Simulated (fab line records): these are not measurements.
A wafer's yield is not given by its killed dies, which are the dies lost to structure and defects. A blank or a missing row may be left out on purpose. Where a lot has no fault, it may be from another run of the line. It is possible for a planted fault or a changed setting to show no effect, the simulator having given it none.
The same fault as seen by 3 desks + flow n5_finfet + numbers are kept per desk, each desk with only its own; the story behind them comes last

AT THE TOOL OWNER'S DESK: litho_track-01
The tool's own readings at N5_WELL_APT_PEB_23 (peb time 90 s): means of the sampled wafers that have a number, for each lot that ran on this tool. The brackets show how far a lot's mean lies from the usual mean; more than 4 standard deviations puts the lot out of limits, marked OUT.
Columns: A = heater_power_total_W at N5_WELL_APT_PEB_23, usual 172.6 W
| lot  | first seen here | A                |
|------|-----------------|------------------|
| L435 | day 3 02:34     | 172.6            |
| L436 | day 3 09:01     | 172.4            |
| L438 | day 3 20:51     | 171.8            |
| L439 | day 4 03:39     | 172.1            |
| L440 | day 4 08:41     | 176.4 (+5.3) OUT |
| L441 | day 4 14:38     | 177.9 (+7.3) OUT |
| L446 | day 5 21:45     | 178.7 (+8.4) OUT |
Finding of this desk: L440, L441, L446 out of limits; the first was L440 at day 4 08:41, on heater_power_total_W at N5_WELL_APT_PEB_23. L435, L436, L438, L439: within limits.

FROM THE METROLOGY DESK
What the gauges read, lot by lot, whatever tool the lot ran on: means of the sampled wafers that have a number. The brackets show how far a lot's mean lies from the usual mean; more than 4 standard deviations puts the lot out of limits, marked OUT. Only the readings that lie furthest out on some lot appear, 7 of the 11 it has.
Columns: A = cd_nm at N5_WELL_APT_CD_MEAS_25, usual 199.5 nm; B = DIBL_P at N5_BEOL_M4_RC_MEAS_101, usual 36.5 mV/V; C = ION_P at N5_BEOL_M4_RC_MEAS_101, usual 465 uA/um; D = SS_N at N5_BEOL_M4_RC_MEAS_101, usual 71.5 mV/dec; E = SS_P at N5_BEOL_M4_RC_MEAS_101, usual 73.3 mV/dec; F = VT_N at N5_BEOL_M4_RC_MEAS_101, usual 250 mV; G = VT_P at N5_BEOL_M4_RC_MEAS_101, usual -249.1 mV
| lot  | first seen here | A     | B    | C   | D    | E    | F   | G      |
|------|-----------------|-------|------|-----|------|------|-----|--------|
| L435 | day 3 02:41     | 200.2 | 35.4 | 467 | 70.5 | 73.1 | 252 | -251.3 |
| L436 | day 3 09:08     | 198.7 | 33.8 | 462 | 71.5 | 72.5 | 251 | -251.5 |
| L438 | day 3 20:58     | 198.1 | 35.8 | 467 | 71.4 | 73.0 | 250 | -248.5 |
| L439 | day 4 03:46     | 195.6 | 36.5 | 460 | 71.4 | 73.4 | 247 | -250.8 |
| L440 | day 4 08:49     | 199.4 | 34.1 | 463 | 71.2 | 73.2 | 252 | -250.9 |
| L441 | day 4 14:46     | 197.5 | 37.9 | 466 | 72.5 | 73.3 | 248 | -248.3 |
| L446 | day 5 21:52     | 196.0 | 36.9 | 462 | 70.7 | 72.5 | 253 | -251.1 |
| L448 | day 6 08:50     | 202.6 | 36.6 | 454 | 71.8 | 73.1 | 252 | -253.0 |
| L449 | day 6 15:00     | 198.1 | 35.9 | 470 | 71.8 | 73.4 | 247 | -246.5 |
| L450 | day 6 20:48     | 199.1 | 36.2 | 459 | 71.5 | 72.8 | 250 | -251.1 |
Finding of this desk: none of the 10 lots has anything out of limits.

THE DEFECT DESK
Lot by lot, what the route's inspections counted, given as the mean of those sampled wafers with a number. The brackets show how far a lot's mean lies from the usual mean; more than 4 standard deviations puts the lot out of limits, marked OUT.
Columns: A = raw_defect_count at N5_ZERO_LAYER_INSPECT_20, usual 35
| lot  | first seen here | A  |
|------|-----------------|----|
| L435 | day 3 01:15     | 29 |
| L436 | day 3 07:25     | 23 |
| L438 | day 3 19:25     | 30 |
| L439 | day 4 02:02     | 34 |
| L440 | day 4 07:23     | 56 |
| L441 | day 4 13:16     | 39 |
| L446 | day 5 19:18     | 32 |
| L448 | day 6 07:20     | 30 |
| L449 | day 6 13:16     | 24 |
| L450 | day 6 19:22     | 38 |
Finding of this desk: none of the 10 lots has anything out of limits.

BROUGHT TOGETHER
The tool owner's desk had the chance to raise an alarm at day 4 08:41 on L440, L441, L446.
Metrology desk: nothing out of limits seen.
Nothing the defect desk looked at was out of limits.
The metrology desk holds a record of L440, L441, L446, inside its limits.
The defect desk has L440, L441, L446 on record, within its limits.
All the named lots went through N5_WELL_APT_PEB_23 on litho_track-01.

WHAT THE SIMULATOR HAD INSERTED
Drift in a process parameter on litho_track-01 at N5_WELL_APT_PEB_23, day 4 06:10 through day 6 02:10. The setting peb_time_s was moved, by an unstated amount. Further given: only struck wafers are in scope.
Lots struck among those shown: L440, L441, L446.
Delay in hours, fault start to first out-of-limits reading, by desk: the tool owner's desk at 3.
